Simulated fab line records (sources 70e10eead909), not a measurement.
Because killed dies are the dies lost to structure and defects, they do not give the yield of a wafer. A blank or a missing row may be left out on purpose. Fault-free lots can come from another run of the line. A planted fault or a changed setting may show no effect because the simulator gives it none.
Which tool is to blame?    flow nand harc    36 wafers sampled from 12 lots at 1 step of a route of 1302

WHAT THE GAUGES SHOWED, per wafer
NHARC_A_CHANNEL_HOLE_D2_INSPECT_12.
lot   measured      on                 raw defect count
L075  day 13 15:46  defect inspect-02  1 6 6
L077  day 14 08:53  defect inspect-02  7 8 5
L079  day 15 06:46  defect inspect-02  4 10 5
L081  day 15 16:43  defect inspect-02  46 48 49
L082  day 16 16:32  defect inspect-02  4 11 5
L085  day 17 16:11  defect inspect-01  60 58 39
L087  day 18 18:25  defect inspect-02  56 54 60
L089  day 19 16:01  defect inspect-01  56 45 52
L090  day 20 02:52  defect inspect-02  53 63 46
L094  day 21 15:06  defect inspect-02  20 19 23
L095  day 22 02:14  defect inspect-02  4 5 5
L097  day 22 23:53  defect inspect-01  25 30 32

WHAT TOOL EACH LOT RAN ON (gives the tool, then ch and the chambers of the sampled wafers, and finally the start)
The record holds no process step before these readings.

THE ANSWER, worked out from the rows above alone
Rule: usual is defined by the lots themselves. Put in order of their means at a reading, lots are off if they are a third of the lots or fewer, leave a main group of 4 or more, and stand apart from it by a gap of 3 or more times the standard deviation of the main group's means; of several such gaps the widest counts. A main group is skipped when, at the precision printed for the reading in the tables above, its means are all equal. Also off: a lot with no number at a reading for which 4 or more lots have one. The other lots that the step has rows for count as sound.
No lot is off on any of the readings shown, so nothing can be concluded from this.

WHAT WAS PUT IN BY THE SIMULATOR
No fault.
